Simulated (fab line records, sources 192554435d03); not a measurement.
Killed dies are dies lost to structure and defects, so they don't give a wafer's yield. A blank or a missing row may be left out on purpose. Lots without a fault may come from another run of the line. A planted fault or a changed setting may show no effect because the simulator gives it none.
Chamber matching | flow n5_finfet | N5_BEOL_M11_CURE_72 on uv_cure-01: 3 sister chambers
The step cures SiCOH lowk, time 120 s. 16 wafers are shown with their chamber, then 8 later ones without.

WAFERS WITH THEIR CHAMBER
wafer  | chamber | wafer_temp_C_max | lamp_power_pct (%)
L081.1 | 1       | 372.7            | 52.34
L081.3 | 1       | 372.7            | 52.33
L081.6 | 1       | 372.7            | 52.36
L081.2 | 1       | 372.5            | 52.37
L081.4 | 1       | 372.6            | 52.29
L081.5 | 1       | 372.5            | 52.32
L086.1 | 0       | 372.3            | 52.34
L086.5 | 0       | 372.1            | 52.18
L086.6 | 0       | 372.1            | 52.36
L086.2 | 0       | 373.4            | 52.39
L086.3 | 0       | 373.1            | 52.32
L086.4 | 0       | 373.1            | 52.37
L090.1 | 2       | 371.2            | 52.27
L090.2 | 2       | 371.3            | 52.21
L090.3 | 2       | 371.5            | 52.33
L090.4 | 2       | 370.8            | 52.28

SIGNATURES (means of the wafers above)
reading          | chamber 0 | chamber 1 | chamber 2 | scatter within a chamber
wafer_temp_C_max | 372.683   | 372.617   | 371.200   | 0.392
lamp_power_pct   | 52.3267   | 52.3350   | 52.2725   | 0.0556
Rule: a wafer's distance from a chamber is the root of the sum, over the readings, of the square of ((its reading less the chamber's mean) divided by the reading's scatter). The wafer belongs to the nearest chamber; if the next one is less than 2 further off, it can't be placed. The scatter: the root of (the sum of the squares of (reading less its chamber's mean) over the shown wafers, divided by (wafers less chambers)).

WAFERS WITHOUT THEIR CHAMBER
wafer  | wafer_temp_C_max | lamp_power_pct (%)
L090.5 | 371.3            | 52.34
L090.6 | 371.7            | 52.33
L097.1 | 372.8            | 52.23
L097.2 | 372.4            | 52.35
L097.5 | 372.0            | 52.25
L097.3 | 372.1            | 52.33
L097.4 | 373.7            | 52.29
L097.6 | 372.4            | 52.19

WHICH CHAMBER EACH WENT THROUGH
wafer  | from the rows above          | in truth
L090.5 | 2                            | 2
L090.6 | can't be placed: 2 or 1 or 0 | 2
L097.1 | can't be placed: 0 or 1      | 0
L097.2 | can't be placed: 1 or 0      | 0
L097.5 | can't be placed: 2 or 1 or 0 | 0
L097.3 | can't be placed: 1 or 0 or 2 | 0
L097.4 | can't be placed: 0 or 1      | 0
L097.6 | can't be placed: 0 or 1 or 2 | 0
Placed correctly: 1 of 8. Can't be placed from these rows: 7 (the true chamber is among the candidates in 7). Placed wrongly: 0.
